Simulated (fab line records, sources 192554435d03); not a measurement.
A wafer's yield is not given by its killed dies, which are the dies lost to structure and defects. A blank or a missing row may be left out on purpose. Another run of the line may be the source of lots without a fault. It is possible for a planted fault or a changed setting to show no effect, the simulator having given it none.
A lot that was struck, set against a sound lot	flow n5 finfet	38 steps out of a route of 1938
Sound: the wafers L270.3, L270.4, L270.6. Wafers L254.1, L254.5, L254.6 were the ones struck. Last of all comes the cause.
At each step with rows: each side's tool, then ch and its chambers, then its first start. Under that, the readings that differ: sound wafers	struck wafers	difference of the means	sigmas: that difference in standard deviations of wafers without a fault.
alike: a reading whose means differ by less than 2 such deviations, as well as words and numbers matching on both sides. not compared: withheld readings; readings where some wafer has no value; bounds like >300 that might hide an equal value; numbers whose values overlap and for which the record gives no deviation.
A row with sigmas, a row that says differs or no value, or rows on one side alone: a step with any of these is where the two part. Non-overlapping numbers with no deviation appear without sigmas and do not part them. Lack of a reading on every wafer of one side parts them only where that side has two or more wafers.

first, 10 steps without rows for these wafers: N5_HKMG_FIN_W_FILL_22 (material W, target thk 60 nm, time 18.2 s); N5_HKMG_FIN_PRECLEAN_83 (cleans in DIW, time 57.5 s); N5_HKMG_FIN_SRD_84 (dry time 32 s); N5_HKMG_FIN_CMP_23 (polishes, stops on SiNx, t overpolish 10 s, target thk 46.326 nm); N5_HKMG_FIN_CMP_94 (polishes, stops on SiNx, t overpolish 4.7 s, target thk 43.299 nm); N5_GATE_CUT_ETCHBACK_00 (etches W in SF6/Cl2); N5_GATE_CUT_ETCH_56 (etches TiN in Cl2/Ar, target depth 21.6 nm); N5_GATE_CUT_ETCHBACK_30 (etches TiN in Cl2/Ar, target depth 3 nm); N5_GATE_CUT_VAPOR_ETCH_60 (etches HfO2 in BCl3/Cl2); N5_GATE_CUT_ETCH_58 (etches SiNx in CH3F/O2, target depth 17 nm, time 128.6 s).
N5_GATE_CUT_STRIP_59: strips in N2/H2, time 20 s.
  sound on rie diel-02 ch 0,2,3, day 10 05:07; struck on rie diel-01 ch 0,2,3, day 6 01:28
  no value came back on the struck wafers for any of 8 readings (bias power w (W), chamber pressure mTorr (mTorr) and others); on the sound wafers bias power w (W) reads 3.010 3.005 3.021
  not compared: rf hours counter h
then, 25 steps without rows for these wafers: N5_GATE_CUT_PRECLEAN_31 (cleans in DIW, time 300 s); N5_GATE_CUT_SRD_32 (time 30 s); N5_GATE_CUT_SAC_CAP_01 (material SiNx, target thk 24 nm, pulse time 1 s, ald cycles 480); N5_GATE_CUT_PECVD_57 (deposits SiNx from SiH4/NH3/N2, target thk 21 nm); N5_GATE_CUT_CMP_02 (polishes, stops on SiO2, t overpolish 12.7 s, target thk 0 nm); N5_GATE_CUT_HM_DEP_46 (deposits SiO2 from TEOS/O2, target thk 130 nm, time 26.6 s); N5_GATE_CUT_COAT_34 (time 60 s, resist thk 60 nm); N5_GATE_CUT_COAT_35 (time 60 s, resist thk 10 nm); N5_GATE_CUT_COAT_27 (time 60 s, resist thk 10 nm); N5_GATE_CUT_COAT_07 (resist thk 30 nm); N5_GATE_CUT_EBR_09; N5_GATE_CUT_SOFTBAKE_08 (time 60 s); N5_GATE_CUT_EXPOSE_10 (exposes mask GATE CUT, target cd 20 nm); N5_GATE_CUT_PEB_11 (peb time 60 s); N5_GATE_CUT_DEVELOP_12 (develop time 30 s); N5_GATE_CUT_DESCUM_18 (chemistry O2, time 7 s); N5_GATE_CUT_ETCH_28 (etches underlayer in N2/H2, target depth 13 nm, time 10.4 s); N5_GATE_CUT_ETCH_36 (etches SiARC in CF4, target depth 13 nm, time 21.7 s); N5_GATE_CUT_ETCH_37 (etches SOC in N2/H2, target depth 60 nm, overetch 12 nm, time 90 s); N5_GATE_CUT_STRIP_38 (strips in N2/H2); N5_GATE_CUT_STRIP_39 (strips in N2/H2); N5_GATE_CUT_HM_OPEN_40 (chemistry C4F6/O2, target SiO2, target depth 139 nm, time 85.1 s); N5_GATE_CUT_STRIP_41 (strips in CF4); N5_GATE_CUT_STRIP_42 (strips in O2); N5_GATE_CUT_ETCH_19 (etches SiNx in CH3F/O2, target depth 53.7 nm, time 76.7 s).
-- record jumps: 3 days separate the struck wafers' starts on either side; left off in module GATE_CUT, taken up again in module BEOL_M4, whose first shown step is the route's number 1111 --
N5_BEOL_M4_RC_MEAS_101:
  sound on prober-02 ch 0, day 13 09:04; struck on prober-02 ch 0, day 9 11:25
reading	sound	struck	difference	sigmas
DIBL_P (mV/V)	34.8 37.5 33.7	40.9 36.2 41.3	+4.1	+2
SS_P (mV/dec)	72.9 73.2 72.0	74.5 73.4 74.5	+1.4	+2
  alike: DIBL_N, IOFF_N, IOFF_P, ION_N, ION_P, SS_N, VT_N, VT_P
-- the record jumps here: 4 days lie between the struck wafers' starts before and after (it left off in module BEOL_M4 and takes up again in module PASSIVATION, whose first step shown is number 1936 of the route) --
N5_PASSIVATION_PROBE_49:
  only the struck wafers here have rows in the record (prober-01, day 13 10:29); the sound ones have none

## WHERE THEY PART
Earliest at N5_GATE_CUT_STRIP_59; latest, in this record, at N5_PASSIVATION_PROBE_49.

WHY: what the simulator had put in
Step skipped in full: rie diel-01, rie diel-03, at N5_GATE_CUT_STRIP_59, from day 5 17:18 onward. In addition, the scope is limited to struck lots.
